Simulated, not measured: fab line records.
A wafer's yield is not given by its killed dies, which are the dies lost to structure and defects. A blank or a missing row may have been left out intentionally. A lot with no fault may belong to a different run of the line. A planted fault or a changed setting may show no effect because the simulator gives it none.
Matching of chambers :: flow nand_harc :: NHARC_A_STAIRCASE_DESCUM_219 on rie_diel-06: 4 sister chambers
The step chemistry O2, time 3 s. 18 wafers are shown with their chamber, then 9 later ones without.

## WAFERS, EACH WITH ITS CHAMBER
wafer: L080.2
chamber: 0
showerhead_plenum_p_Torr (Torr): 1.84
drypump_motor_current_A (A): 5.2
oes_product_au (a.u.): 0.991

wafer: L080.3
chamber: 1
showerhead_plenum_p_Torr (Torr): 1.77
drypump_motor_current_A (A): 5.6
oes_product_au (a.u.): 0.998

wafer: L080.5
chamber: 2
showerhead_plenum_p_Torr (Torr): 1.92
drypump_motor_current_A (A): 6.2
oes_product_au (a.u.): 0.991

wafer: L083.2
chamber: 1
showerhead_plenum_p_Torr (Torr): 1.77
drypump_motor_current_A (A): 5.6
oes_product_au (a.u.): 1.002

wafer: L083.3
chamber: 0
showerhead_plenum_p_Torr (Torr): 1.83
drypump_motor_current_A (A): 5.3
oes_product_au (a.u.): 0.998

wafer: L083.6
chamber: 2
showerhead_plenum_p_Torr (Torr): 1.92
drypump_motor_current_A (A): 6.2
oes_product_au (a.u.): 0.977

wafer: L082.2
chamber: 0
showerhead_plenum_p_Torr (Torr): 1.83
drypump_motor_current_A (A): 5.3
oes_product_au (a.u.): 1.011

wafer: L082.4
chamber: 1
showerhead_plenum_p_Torr (Torr): 1.76
drypump_motor_current_A (A): 5.6
oes_product_au (a.u.): 1.004

wafer: L082.5
chamber: 2
showerhead_plenum_p_Torr (Torr): 1.92
drypump_motor_current_A (A): 6.3
oes_product_au (a.u.): 0.989

wafer: L084.3
chamber: 1
showerhead_plenum_p_Torr (Torr): 1.76
drypump_motor_current_A (A): 5.6
oes_product_au (a.u.): 0.993

wafer: L084.5
chamber: 2
showerhead_plenum_p_Torr (Torr): 1.92
drypump_motor_current_A (A): 6.3
oes_product_au (a.u.): 0.987

wafer: L084.6
chamber: 1
showerhead_plenum_p_Torr (Torr): 1.76
drypump_motor_current_A (A): 5.6
oes_product_au (a.u.): 1.003

wafer: L086.2
chamber: 2
showerhead_plenum_p_Torr (Torr): 1.92
drypump_motor_current_A (A): 6.2
oes_product_au (a.u.): 0.996

wafer: L086.5
chamber: 1
showerhead_plenum_p_Torr (Torr): 1.76
drypump_motor_current_A (A): 5.6
oes_product_au (a.u.): 0.990

wafer: L086.6
chamber: 2
showerhead_plenum_p_Torr (Torr): 1.92
drypump_motor_current_A (A): 6.3
oes_product_au (a.u.): 0.988

wafer: L085.3
chamber: 2
showerhead_plenum_p_Torr (Torr): 1.92
drypump_motor_current_A (A): 6.3
oes_product_au (a.u.): 0.998

wafer: L085.4
chamber: 3
showerhead_plenum_p_Torr (Torr): 1.90
drypump_motor_current_A (A): 5.3
oes_product_au (a.u.): 1.003

wafer: L085.5
chamber: 3
showerhead_plenum_p_Torr (Torr): 1.90
drypump_motor_current_A (A): 5.3
oes_product_au (a.u.): 1.015

SIGNATURES (averages over the wafers above)
reading: showerhead_plenum_p_Torr
chamber 0: 1.8333
chamber 1: 1.7633
chamber 2: 1.9200
chamber 3: 1.9000
scatter within a chamber: 0.00378

reading: drypump_motor_current_A
chamber 0: 5.267
chamber 1: 5.600
chamber 2: 6.257
chamber 3: 5.300
scatter within a chamber: 0.0412

reading: oes_product_au
chamber 0: 1.00000
chamber 1: 0.99833
chamber 2: 0.98943
chamber 3: 1.00900
scatter within a chamber: 0.0072
Rule: a wafer lies at a distance from a chamber equal to the root of the sum of squares, over the readings, of (its reading less the chamber's mean, divided by the reading's scatter). If the next closest chamber is less than 2 further off than the closest, the wafer can't be placed; otherwise it belongs to the closest. The scatter: the root of (the sum of the squares of (reading less its chamber's mean) over the shown wafers, divided by (wafers less chambers)).

## WAFERS WITH NO CHAMBER GIVEN
wafer: L088.1
showerhead_plenum_p_Torr (Torr): 1.91
drypump_motor_current_A (A): 6.3
oes_product_au (a.u.): 1.006

wafer: L088.3
showerhead_plenum_p_Torr (Torr): 1.83
drypump_motor_current_A (A): 5.3
oes_product_au (a.u.): 1.008

wafer: L088.6
showerhead_plenum_p_Torr (Torr): 2.08
drypump_motor_current_A (A): 5.6
oes_product_au (a.u.): 1.002

wafer: L096.2
showerhead_plenum_p_Torr (Torr): 1.82
drypump_motor_current_A (A): 5.3
oes_product_au (a.u.): 1.002

wafer: L096.3
showerhead_plenum_p_Torr (Torr): 1.89
drypump_motor_current_A (A): 5.3
oes_product_au (a.u.): 0.992

wafer: L096.4
showerhead_plenum_p_Torr (Torr): 1.91
drypump_motor_current_A (A): 6.2
oes_product_au (a.u.): 0.989

wafer: L095.2
showerhead_plenum_p_Torr (Torr): 2.07
drypump_motor_current_A (A): 5.6
oes_product_au (a.u.): 1.000

wafer: L095.4
showerhead_plenum_p_Torr (Torr): 1.91
drypump_motor_current_A (A): 6.3
oes_product_au (a.u.): 0.984

wafer: L095.5
showerhead_plenum_p_Torr (Torr): 1.82
drypump_motor_current_A (A): 5.2
oes_product_au (a.u.): 0.996

## WHICH CHAMBER EACH WENT THROUGH
wafer: L088.1
from the rows above: 2
in truth: 2

wafer: L088.3
from the rows above: 0
in truth: 0

wafer: L088.6
from the rows above: 2
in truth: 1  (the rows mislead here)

wafer: L096.2
from the rows above: 0
in truth: 0

wafer: L096.3
from the rows above: 3
in truth: 3

wafer: L096.4
from the rows above: 2
in truth: 2

wafer: L095.2
from the rows above: 2
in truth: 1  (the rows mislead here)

wafer: L095.4
from the rows above: 2
in truth: 2

wafer: L095.5
from the rows above: 0
in truth: 0
7 of 9 placed correctly. Number that these rows cannot place: 0. Number placed wrongly: 2.
